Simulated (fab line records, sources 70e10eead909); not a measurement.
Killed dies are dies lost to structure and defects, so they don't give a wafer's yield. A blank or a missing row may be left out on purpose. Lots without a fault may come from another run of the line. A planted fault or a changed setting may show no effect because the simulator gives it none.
Which tool did it? | flow nand_harc | 24 lots, 72 wafers sampled, at 3 steps of a route of 1302

WHAT THE GAUGES READ, wafer by wafer
NHARC_A_START_INSPECT_01.
lot  | measured     | on                | raw_defect_count
L074 | day 6 16:50  | defect_inspect-01 | 4 2 6
L075 | day 7 08:45  | defect_inspect-01 | 5 2 4
L076 | day 7 16:11  | defect_inspect-01 | 4 4 4
L077 | day 7 22:04  | defect_inspect-02 | 1 5 4
L078 | day 8 07:30  | defect_inspect-02 | 3 4 1
L079 | day 8 13:59  | defect_inspect-02 | 3 7 4
L080 | day 9 05:26  | defect_inspect-01 | 1 6 4
L081 | day 9 14:19  | defect_inspect-01 | 1 1 1
L082 | day 10 06:44 | defect_inspect-01 | 3 3 5
L083 | day 10 22:06 | defect_inspect-02 | 5 3 5
L084 | day 10 22:45 | defect_inspect-02 | 5 6 1
L085 | day 11 08:28 | defect_inspect-02 | 2 5 1
L086 | day 11 14:46 | defect_inspect-01 | 5 5 7
L087 | day 12 00:10 | defect_inspect-01 | 1 1 6
L089 | day 12 19:05 | defect_inspect-02 | 5 3 7
L088 | day 12 19:45 | defect_inspect-02 | 3 3 2
L090 | day 13 12:46 | defect_inspect-02 | 3 1 6
L091 | day 13 14:04 | defect_inspect-01 | 5 4 2
L092 | day 14 02:29 | defect_inspect-02 | 1 4 4
L093 | day 14 15:11 | defect_inspect-02 | 6 3 1
L095 | day 15 10:19 | defect_inspect-02 | 5 3 6
L094 | day 15 19:25 | defect_inspect-02 | 5 6 4
L096 | day 16 01:50 | defect_inspect-01 | 6 4 4
L097 | day 16 02:25 | defect_inspect-02 | 4 5 2

NHARC_A_ONON_D1_THK_MEAS_05: measures by ellipsometry.
lot  | measured     | on            | thk_nm (nm)
L074 | day 7 13:05  | film_metro-02 | 1002 1001 1000
L075 | day 8 08:20  | film_metro-01 | 985 984 986
L076 | day 8 16:20  | film_metro-02 | 993 992 994
L077 | day 8 23:35  | film_metro-01 | 989 990 990
L078 | day 9 08:04  | film_metro-02 | 997 996 997
L079 | day 9 13:45  | film_metro-02 | 1001 1001 1002
L080 | day 10 07:16 | film_metro-02 | 1003 1002 1004
L081 | day 10 13:55 | film_metro-02 | 1003 1002 1004
L082 | day 11 06:54 | film_metro-02 | 1009 1010 1012
L083 | day 11 21:24 | film_metro-01 | 1004 1004 1004
L084 | day 11 21:23 | film_metro-02 | 999 1000 1001
L085 | day 12 10:22 | film_metro-01 | 983 979 982
L086 | day 12 15:39 | film_metro-02 | 994 993 995
L087 | day 13 00:04 | film_metro-01 | 996 994 995
L089 | day 13 18:18 | film_metro-01 | 989 989 988
L088 | day 13 18:19 | film_metro-01 | 998 997 996
L090 | day 14 12:25 | film_metro-02 | 1010 1009 1011
L091 | day 14 12:25 | film_metro-02 | 1001 1001 1000
L092 | day 15 05:05 | film_metro-02 | 981 983 981
L093 | day 15 15:13 | film_metro-02 | 1001 1000 999
L095 | day 16 09:56 | film_metro-01 | 993 990 989
L094 | day 16 19:17 | film_metro-01 | 1005 1005 1004
L096 | day 17 05:02 | film_metro-02 | 999 999 997
L097 | day 17 05:02 | film_metro-01 | 1004 1004 1004

WHICH TOOL RAN EACH LOT (tool, then ch and the chambers of the sampled wafers, then the start)
lot  | NHARC_A_ZERO_WELL_ETCH_19
L074 | rie_diel-12 ch 2,3, day 6 17:55
L075 | rie_diel-12 ch 0,1,3, day 7 09:50
L076 | rie_diel-03 ch 1,2,3, day 7 17:11
L077 | rie_diel-12 ch 0,1, day 7 23:13
L078 | rie_diel-12 ch 0,1,3, day 8 08:35
L079 | rie_diel-12 ch 0,1, day 8 14:57
L080 | rie_diel-03 ch 0,3, day 9 06:31
L081 | rie_diel-03 ch 0,2, day 9 15:16
L082 | rie_diel-12 ch 0,1,2, day 10 07:49
L083 | rie_diel-03 ch 0,1,2, day 10 23:03
L084 | rie_diel-12 ch 0,1,3, day 10 23:50
L085 | rie_diel-12 ch 0,1,2, day 11 09:34
L086 | rie_diel-12 ch 0,1,2, day 11 15:44
L087 | rie_diel-12 ch 1,2,3, day 12 01:16
L089 | rie_diel-11 ch 0,1,2, day 12 20:10
L088 | rie_diel-11 ch 0,1, day 12 20:50
L090 | rie_diel-03 ch 2,3, day 13 13:43
L091 | rie_diel-12 ch 0,1,3, day 13 15:10
L092 | rie_diel-11 ch 0,1, day 14 04:03
L093 | rie_diel-12 ch 1,2, day 14 16:16
L095 | rie_diel-12 ch 0,1,2, day 15 11:24
L094 | rie_diel-12 ch 2,3, day 15 20:31
L096 | rie_diel-12 ch 1,2, day 16 02:47
L097 | rie_diel-12 ch 0,1, day 16 03:30
- NHARC_A_ZERO_WELL_ETCH_19: etches the open film in N2/H2, target depth 80 nm, overetch 24 nm, time 87.88 s.

WHAT THE TOOLS THEMSELVES READ (means of the sampled wafers that have a number; where no wafer has one, the mark that the record gives instead)
NHARC_A_ZERO_WELL_ETCH_19.
lot  | tool        | drypump_motor_current_A (A) | oes_product_au (a.u.) | rf_vpp_V (V) | showerhead_plenum_p_Torr (Torr) | throttle_valve_pct (%)
L074 | rie_diel-12 | 6.0                         | 0.992                 | 431.1        | 2.07                            | 14.169
L075 | rie_diel-12 | 5.8                         | 0.993                 | 433.0        | 2.11                            | 14.166
L076 | rie_diel-03 | 6.2                         | 0.996                 | 431.8        | 2.10                            | 14.177
L077 | rie_diel-12 | 5.8                         | 0.990                 | 431.2        | 2.04                            | 14.168
L078 | rie_diel-12 | 5.8                         | 0.986                 | 433.0        | 2.11                            | 14.180
L079 | rie_diel-12 | 5.9                         | 0.990                 | 430.7        | 2.04                            | 14.166
L080 | rie_diel-03 | 5.7                         | 0.993                 | 432.6        | 2.09                            | 14.170
L081 | rie_diel-03 | 5.5                         | 1.004                 | 430.4        | 2.05                            | 14.175
L082 | rie_diel-12 | 6.0                         | 0.993                 | 431.2        | 2.05                            | 14.173
L083 | rie_diel-03 | 5.8                         | 1.004                 | 431.2        | 2.07                            | 14.173
L084 | rie_diel-12 | 5.8                         | 0.984                 | 432.9        | 2.11                            | 14.168
L085 | rie_diel-12 | 6.1                         | 0.992                 | 431.1        | 2.05                            | 14.183
L086 | rie_diel-12 | 6.1                         | 0.984                 | 430.5        | 2.05                            | 14.171
L087 | rie_diel-12 | 5.8                         | 0.995                 | 431.7        | 2.06                            | 14.170
L089 | rie_diel-11 | 5.6                         | 1.005                 | 426.8        | 1.93                            | 14.175
L088 | rie_diel-11 | 5.6                         | 1.005                 | 427.9        | 1.96                            | 14.169
L090 | rie_diel-03 | 6.3                         | 1.007                 | 431.6        | 2.08                            | 14.174
L091 | rie_diel-12 | 5.8                         | 1.003                 | 432.5        | 2.11                            | 14.174
L092 | rie_diel-11 | 5.4                         | 1.000                 | 427.4        | 1.93                            | 14.163
L093 | rie_diel-12 | 6.0                         | 0.998                 | 429.1        | 1.99                            | 14.163
L095 | rie_diel-12 | 6.0                         | 0.988                 | 431.0        | 2.05                            | 14.178
L094 | rie_diel-12 | 5.7                         | 1.001                 | 433.0        | 2.13                            | 14.178
L096 | rie_diel-12 | 6.0                         | 1.001                 | 429.2        | 1.99                            | 14.180
L097 | rie_diel-12 | 5.9                         | 0.993                 | 430.8        | 2.04                            | 14.171

THE ANSWER, worked out from the rows above alone
Rule: what is usual is taken from the lots themselves. Put in order of their means at a reading, lots are off if they are a third of the lots or fewer, leave a main group of 4 or more, and stand apart from it by a gap of 3 or more times the standard deviation of the main group's means; of several such gaps the widest counts. A main group whose means are all the same, to the digits that the tables above print for the reading, isn't used. A lot without any number at a reading at which 4 lots or more have one is off too. The other lots that the step has rows for count as sound. The gauges are gone through in route order, then the tools' own readings, and for those a lot's mean is taken as printed above. The first step at which some lot is off is used, and at that step the reading that is off furthest; a lot without a number counts as furthest.
No lot is off at any reading shown: from this, nothing can be told.

WHAT THE SIMULATOR HAD PUT IN
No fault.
